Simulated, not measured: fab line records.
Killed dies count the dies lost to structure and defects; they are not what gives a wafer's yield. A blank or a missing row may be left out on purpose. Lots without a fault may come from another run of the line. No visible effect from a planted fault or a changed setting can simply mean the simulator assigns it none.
Problem report in the 8D (eight disciplines) form, filled by code / flow nandHarc / the parts of the form that need people (team, actions taken, sign-off) are left out

== 1. WHAT IS WRONG ==
On 2 wafers of 1 lot, runLengthS at NHARC_P_M2_ETCH_35 has a mean of 54.4 s; fault-free wafers read 65.4 s, standard deviation 0.43. Measured from the usual mean, that is -26 standard deviations.
The step: etches the open film in N2/H2, target depth 40 nm, overetch 12 nm, time 43.94 s.
First seen on wafer L365.4, day 12 15:33, on rieDiel-01. The record has a number at this step for 15 wafers belonging to 5 lots. Rule for "out" (also "out of limits"): further than 4 standard deviations from the usual mean. Any other wafer with a number is counted as sound.

== 2. WHAT IT IS AND WHAT IT IS NOT ==
question=which readings at this step | is=runLengthS | is not=drypumpMotorCurrentA, oesProductAu, rfVppV, showerheadPlenumPTorr, throttleValvePct
question=which lots | is=L365 | is not=L353, L357, L373, L374
question=which wafers of those lots | is=L365.2, L365.4 | is not=L365.6
question=read on which tools | is=rieDiel-01 | is not=rieDiel-04, rieDiel-12
question=when | is=from day 12 15:33 | is not=up to then (7 sound wafers); but 6 sound wafers of L373, L374 came after

== 3. WHAT RULES OUT EACH SUSPECT ==
Counting: a tool at a process step up to the reading stays a suspect if it ran every lot that is out. Sound lots after the first of them don't rule it out here, since some wafers of a struck lot are sound.
- rieDiel-01 at NHARC_P_M2_DESCUM_14 (chemistry O2, time 3 s): kept. The lot that is out, L365, ran on it at day 12 15:28; the last sound lot it ran before that was L357, at day 9 03:59.
- rieDiel-01 at NHARC_P_M2_ETCH_35 (etches the open film in N2/H2, target depth 40 nm, overetch 12 nm, time 43.94 s): kept. The lot that is out, L365, ran on it at day 12 15:33; the last sound lot it ran before that was L357, at day 9 04:04. Its own runLengthS readings are out on those wafers.
- Within rieDiel-01 at NHARC_P_M2_DESCUM_14: the wafers that are out ran in chambers 0, 2; their sound lot-mates ran in chamber 3.
- Within rieDiel-01 at NHARC_P_M2_ETCH_35: the wafers that are out ran in chambers 2, 3; their sound lot-mates ran in chamber 0.
The count leaves rieDiel-01 at NHARC_P_M2_ETCH_35 and rieDiel-01 at NHARC_P_M2_DESCUM_14.

== 4. THE CAUSE (what the simulator had put in) ==
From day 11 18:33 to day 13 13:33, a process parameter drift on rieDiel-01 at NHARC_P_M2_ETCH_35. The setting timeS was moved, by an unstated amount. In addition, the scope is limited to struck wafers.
After counting, 2 suspects remain, this tool included.

== 5. THE EFFECT CHAIN, in route order ==
One row per reading whose mean, taken over the struck wafers that have a number, lies over 3 standard deviations from the usual. Only readings for which the record gives a usual standard deviation are gone through. hours: the time from each lot's start at the first step in this table that gives one to its start at this step, as a median over the lots. sigmas: the change in usual standard deviations.
hours=0; step=NHARC_P_M2_ETCH_35; reading=runLengthS; usual=65.4 s; on struck wafers=54.4; change=-11.1; sigmas=-26
Process steps it contains:
- NHARC_P_M2_ETCH_35: etches the open film in N2/H2, target depth 40 nm, overetch 12 nm, time 43.94 s.
Later measuring or inspecting steps at which every struck wafer that the step has a row for has a number for every such reading, and none has moved that far: NHARC_END_SORT_01.

== 6. WHAT WOULD HAVE CAUGHT IT SOONER ==
21 hours passed between the start of the fault at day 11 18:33 and the first reading out of limits in this record, taken at day 12 15:33.
